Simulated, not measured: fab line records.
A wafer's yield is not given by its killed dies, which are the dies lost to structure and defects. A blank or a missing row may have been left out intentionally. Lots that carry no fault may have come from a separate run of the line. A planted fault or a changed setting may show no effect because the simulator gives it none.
Which of the tools did it? ; flow nand-harc ; 11 lots, 33 wafers sampled, at 6 steps of a route of 1159

WHAT THE GAUGES SHOWED, per wafer
NHARC_A_M0_CD_MEAS_09: the cd target is 80 nm. Usual: cd-nm 80.0 nm, standard deviation 0.7.
lot;measured;on;cd-nm (nm);flag
L337;day 18 00:35;cd-sem-03;80.1 79.7 81.0;
L338;day 18 03:21;cd-sem-03;78.5 79.6 78.9;
L339;day 18 07:01;cd-sem-02;80.8 79.3 80.2;
L342;day 19 01:09;cd-sem-01;78.6 80.9 80.1;
L341;day 19 04:37;cd-sem-01;80.2 81.0 80.5;
L347;day 20 04:34;cd-sem-01;81.5 80.3 81.0;
L348;day 20 19:18;cd-sem-01;80.3 79.3 80.6;
L349;day 21 14:29;cd-sem-02;80.4 79.5 80.3;
L354;day 22 09:05;cd-sem-01;79.0 79.3 79.7;
L351;day 22 09:15;cd-sem-01;73.0 75.4 73.7;OFF
L356;day 22 17:19;cd-sem-03;76.8 75.8 75.9;OFF

NHARC_END_SORT_01. Usual: defect-limited-yield 95.0 %, standard deviation 1.6; killed-at-array 30, standard deviation 10; killed-at-other 0.5, standard deviation 0.82; killed-at-periphery 2.9, standard deviation 2; killed-dies 34, standard deviation 11; killed-open 3.2, standard deviation 1.8; killed-short 2.0, standard deviation 1.4; sort_bin_2_pct 1.5 %, standard deviation 0.68; sort_bin_3_pct 0.28 %, standard deviation 0.21; sort_bin_4_pct 3.1 %, standard deviation 0.97; sort-n-pass 643, standard deviation 11; sort-rim-yield-pct 94.6 %, standard deviation 2.9; sort-yield-pct 95.0 %, standard deviation 1.6.
lot;measured;on;defect-limited-yield (%);killed-at-array;killed-at-other;killed-at-periphery;killed-dies;killed-open;killed-short;sort_bin_2_pct (%);sort_bin_3_pct (%);sort_bin_4_pct (%);sort-n-pass;sort-rim-yield-pct (%);sort-yield-pct (%);flag
L337;day 19 18:32;prober-01;95.0 95.1 95.3;32 31 29;0 0 0;2 2 3;34 33 32;1 2 2;2 4 5;1.6 1.2 1.5;0.44 0.30 0;3.0 3.4 3.2;643 644 645;95.3 96.2 90.6;95.0 95.1 95.3;
L338;day 20 03:16;prober-01;96.0 96.3 96.2;26 22 24;0 2 1;1 1 1;27 25 26;4 1 4;2 1 2;1.5 0.7 1.5;0.15 0.30 0;2.4 2.7 2.4;650 652 651;96.2 99.1 96.2;96.0 96.3 96.2;
L339;day 20 10:50;prober-02;97.9 97.0 98.4;14 18 10;0 0 0;0 2 1;14 20 11;6 4 4;0 1 1;1.0 0.9 0.4;0 0.30 0;1.0 1.8 1.2;663 657 666;98.1 94.3 100.0;97.9 97.0 98.4;
L341;day 20 18:53;prober-01;95.3 95.3 96.9;29 30 18;0 0 0;3 2 3;32 32 21;4 2 1;1 3 0;1.3 1.0 0.7;0.59 0.30 0;2.8 3.4 2.4;645 645 656;99.1 94.3 98.1;95.3 95.3 96.9;
L347;day 22 00:08;prober-01;96.9 96.8 96.2;18 19 25;1 0 0;2 3 1;21 22 26;2 1 1;1 2 2;1.2 1.5 1.0;0.15 0 0.15;1.8 1.8 2.7;656 655 651;98.1 99.1 90.6;96.9 96.8 96.2;
L348;day 22 11:58;prober-01;94.4 94.8 94.7;34 31 28;1 0 0;3 4 8;38 35 36;6 4 5;4 2 1;2.7 2.4 2.1;0 0.30 0.15;3.0 2.5 3.1;639 642 641;93.4 88.7 94.3;94.4 94.8 94.7;
L349;day 23 08:32;prober-01;97.3 97.0 96.5;15 16 17;1 0 1;2 4 6;18 20 24;1 5 3;1 2 3;0.9 1.0 0.7;0.15 0.30 0.30;1.6 1.6 2.5;659 657 653;94.3 97.2 95.3;97.3 97.0 96.5;
L354;day 24 15:31;prober-02;93.6 94.1 93.6;37 36 40;0 0 1;6 4 2;43 40 43;5 2 6;3 2 2;1.9 1.8 1.6;0.44 0.30 1.03;4.0 3.8 3.7;634 637 634;86.8 94.3 93.4;93.6 94.1 93.6;
L351;day 24 07:23;prober-01;93.4 94.5 94.5;40 36 35;1 0 0;4 1 2;45 37 37;8 2 2;1 3 4;2.4 1.9 1.0;0 0.30 0.44;4.3 3.2 4.0;632 640 640;90.6 94.3 97.2;93.4 94.5 94.5;
L356;day 24 14:22;prober-01;92.0 91.3 93.4;49 50 43;0 0 0;5 9 2;54 59 45;6 4 3;4 1 1;2.8 2.5 2.1;0.74 0.44 0.59;4.4 5.8 4.0;623 618 632;90.6 90.6 89.6;92.0 91.3 93.4;

WHAT TOOL EACH LOT RAN ON (gives the tool, then ch and the chambers of the sampled wafers, and finally the start)
lot;NHARC_A_CONTACT_STRIP_26;NHARC_A_BLC_ETCH_18;NHARC_A_BLC_CVD_24;NHARC_A_M0_EXPOSE_06
L337;rie-diel-07 ch 1,2,3, day 18 00:27 or earlier;rie-diel-08 ch 1,3, day 18 00:27 or earlier;cvd-w-01 ch 0,1, day 18 00:27 or earlier;arfi-scanner-01 ch 0, day 18 00:27
L338;rie-diel-10 ch 0,2,3, day 18 03:13 or earlier;rie-diel-08 ch 0,1,2, day 18 03:13 or earlier;cvd-w-02 ch 0,1, day 18 03:13 or earlier;arfi-scanner-01 ch 0, day 18 03:13
L339;rie-diel-07 ch 0,2,3, day 18 06:53 or earlier;rie-diel-03 ch 0,2, day 18 06:53 or earlier;cvd-w-01 ch 0,1, day 18 06:53 or earlier;arfi-scanner-02 ch 0, day 18 06:53
L342;rie-diel-10 ch 0,2,3, day 19 01:00 or earlier;rie-diel-08 ch 0,1,3, day 19 01:00 or earlier;cvd-w-01 ch 0,1, day 19 01:00 or earlier;arfi-scanner-02 ch 0, day 19 01:00
L341;rie-diel-09 ch 0,3, day 19 04:28 or earlier;rie-diel-08 ch 1,2,3, day 19 04:28 or earlier;cvd-w-01 ch 1, day 19 04:28 or earlier;arfi-scanner-01 ch 0, day 19 04:28
L347;rie-diel-09 ch 1,2,3, day 20 04:26 or earlier;rie-diel-03 ch 0,2,3, day 20 04:26 or earlier;cvd-w-02 ch 0,1, day 20 04:26 or earlier;arfi-scanner-01 ch 0, day 20 04:26
L348;rie-diel-09 ch 0,2,3, day 20 19:10 or earlier;rie-diel-03 ch 0,1,3, day 20 19:10 or earlier;cvd-w-02 ch 0,1, day 20 19:10 or earlier;arfi-scanner-02 ch 0, day 20 19:10
L349;rie-diel-07 ch 1,2, day 21 14:21 or earlier;rie-diel-08 ch 0,2, day 21 14:21 or earlier;cvd-w-01 ch 0,1, day 21 14:21 or earlier;arfi-scanner-02 ch 0, day 21 14:21
L354;rie-diel-07 ch 0,3, day 22 08:57 or earlier;rie-diel-03 ch 0,1,3, day 22 08:57 or earlier;cvd-w-01 ch 0,1, day 22 08:57 or earlier;arfi-scanner-03 ch 0, day 22 08:57
L351;rie-diel-10 ch 1,2, day 22 09:07 or earlier;rie-diel-01 ch 0,2, day 22 09:07 or earlier;cvd-w-02 ch 0,1, day 22 09:07 or earlier;arfi-scanner-02 ch 0, day 22 09:07
L356;rie-diel-07 ch 1,2,3, day 22 17:11 or earlier;rie-diel-03 ch 1,3, day 22 17:11 or earlier;cvd-w-01 ch 0,1, day 22 17:11 or earlier;arfi-scanner-02 ch 0, day 22 17:11
- NHARC_A_CONTACT_STRIP_26: strips in O2.
- NHARC_A_BLC_ETCH_18: etches the open film in C4F8/O2/Ar, target depth 910 nm.
- NHARC_A_BLC_CVD_24: deposits W, target thk 150 nm, time 434 s.
- NHARC_A_M0_EXPOSE_06: exposes mask A M0, target cd 80 nm.

AS READ BY THE TOOLS THEMSELVES (means over the sampled wafers that have a number; for cases with no such wafer, the mark the record gives instead)
NHARC_A_CONTACT_STRIP_26. Usual: drypump-motor-current-A 5.9 A, standard deviation 0.42; oes-product-au 1.000 a.u., standard deviation 0.016; rf-vpp-V 57.9 V, standard deviation 0.86; showerhead-plenum-p-Torr 3.55 Torr, standard deviation 0.13; throttle-valve-pct 17.037 %, standard deviation 0.0086.
lot;tool;drypump-motor-current-A (A);oes-product-au (a.u.);rf-vpp-V (V);showerhead-plenum-p-Torr (Torr);throttle-valve-pct (%);flag
L337;rie-diel-07;5.9;0.990;57.9;3.45;17.028;
L338;rie-diel-10;5.9;0.996;58.6;3.66;17.039;
L339;rie-diel-07;6.0;0.985;57.5;3.51;17.041;
L342;rie-diel-10;5.9;0.996;58.1;3.66;17.037;
L341;rie-diel-09;5.6;0.988;58.2;3.61;17.036;
L347;rie-diel-09;5.6;0.990;58.0;3.65;17.038;
L348;rie-diel-09;5.6;1.005;57.6;3.66;17.038;
L349;rie-diel-07;5.7;1.018;57.9;3.36;17.032;
L354;rie-diel-07;6.3;0.994;59.1;3.61;17.042;
L351;rie-diel-10;6.1;1.000;56.9;3.60;17.039;
L356;rie-diel-07;5.9;1.005;56.6;3.43;17.034;

NHARC_A_BLC_ETCH_18. Usual: oes-product-au 0.955 a.u., standard deviation 0.023; rf-vpp-V 976 V, standard deviation 5.1.
lot;tool;oes-product-au (a.u.);rf-vpp-V (V);flag
L337;rie-diel-08;0.970;976;
L338;rie-diel-08;0.928;977;
L339;rie-diel-03;0.966;974;
L342;rie-diel-08;0.979;977;
L341;rie-diel-08;0.926;973;
L347;rie-diel-03;0.920;975;
L348;rie-diel-03;0.974;974;
L349;rie-diel-08;0.963;975;
L354;rie-diel-03;0.926;974;
L351;rie-diel-01;0.958;984;
L356;rie-diel-03;0.956;973;

NHARC_A_BLC_CVD_24. Usual: heater-power-w 500 W, standard deviation 39; throttle-valve-pct 7.81 %, standard deviation 0.2.
lot;tool;heater-power-w (W);throttle-valve-pct (%);flag
L337;cvd-w-01;499;7.79;
L338;cvd-w-02;483;7.85;
L339;cvd-w-01;469;7.71;
L342;cvd-w-01;467;7.81;
L341;cvd-w-01;448;7.89;
L347;cvd-w-02;489;8.03;
L348;cvd-w-02;494;8.09;
L349;cvd-w-01;496;7.53;
L354;cvd-w-01;523;7.60;
L351;cvd-w-02;498;7.97;
L356;cvd-w-01;498;7.81;

NHARC_A_M0_EXPOSE_06. Usual: exposure-dose-mJ-cm2 83.25, standard deviation 0.068.
lot;tool;exposure-dose-mJ-cm2;flag
L337;arfi-scanner-01;83.26;
L338;arfi-scanner-01;83.27;
L339;arfi-scanner-02;83.25;
L342;arfi-scanner-02;83.26;
L341;arfi-scanner-01;83.25;
L347;arfi-scanner-01;83.23;
L348;arfi-scanner-02;83.24;
L349;arfi-scanner-02;83.18;
L354;arfi-scanner-03;83.22;
L351;arfi-scanner-02;76.33;OFF
L356;arfi-scanner-02;77.69;OFF

THE ANSWER, worked out from the rows above alone
Rule: a lot is off if the mean of its wafers that have a number lies more than 3 standard deviations from the usual mean. A lot without any number at a reading at which 4 lots or more have one is off too. The other lots that the step has rows for count as sound. The gauges are gone through in route order, then the tools' own readings, and for those a lot's mean is taken as printed above. At the first step where some lot is off, the reading lying furthest off is the one used; lots without a number count as furthest.
Off, at NHARC_A_M0_CD_MEAS_09 on cd-nm: L351, L356.
If a tool, at a process step before that reading, ran all the lots that are off and no sound lot after the first of them, it fits. Not tried: the gauges at NHARC_A_M0_CD_MEAS_09; whatever is off there is also off at NHARC_A_M0_EXPOSE_06, on other tools, and gauge error can't account for it. NHARC_A_CONTACT_STRIP_26: start missing for some lots; hours and lot order therefore follow NHARC_A_M0_EXPOSE_06. NHARC_A_BLC_ETCH_18: start missing for some lots; hours and lot order therefore follow NHARC_A_M0_EXPOSE_06. NHARC_A_BLC_CVD_24: start missing for some lots; hours and lot order therefore follow NHARC_A_M0_EXPOSE_06. One fits: NHARC_A_M0_EXPOSE_06 on arfi-scanner-02. A fault onset in the window from L349 (day 21 14:21, its last sound lot) to L351 (day 22 09:07, its first lot off) fits.
The tool's own readings at NHARC_A_M0_EXPOSE_06 bear it out: on the lots that are off they differ by more than 5 times the standard deviation of the sound lots' means. exposure-dose-mJ-cm2 reads 77.01 there against 83.24 on the sound lots.

WHAT WAS PUT IN BY THE SIMULATOR
Process parameter drift: arfi-scanner-02, from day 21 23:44 on, at NHARC_A_M0_EXPOSE_06. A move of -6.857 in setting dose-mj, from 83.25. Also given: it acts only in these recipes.
Lots struck among those shown: L351, L356. The same result came from the rule above.
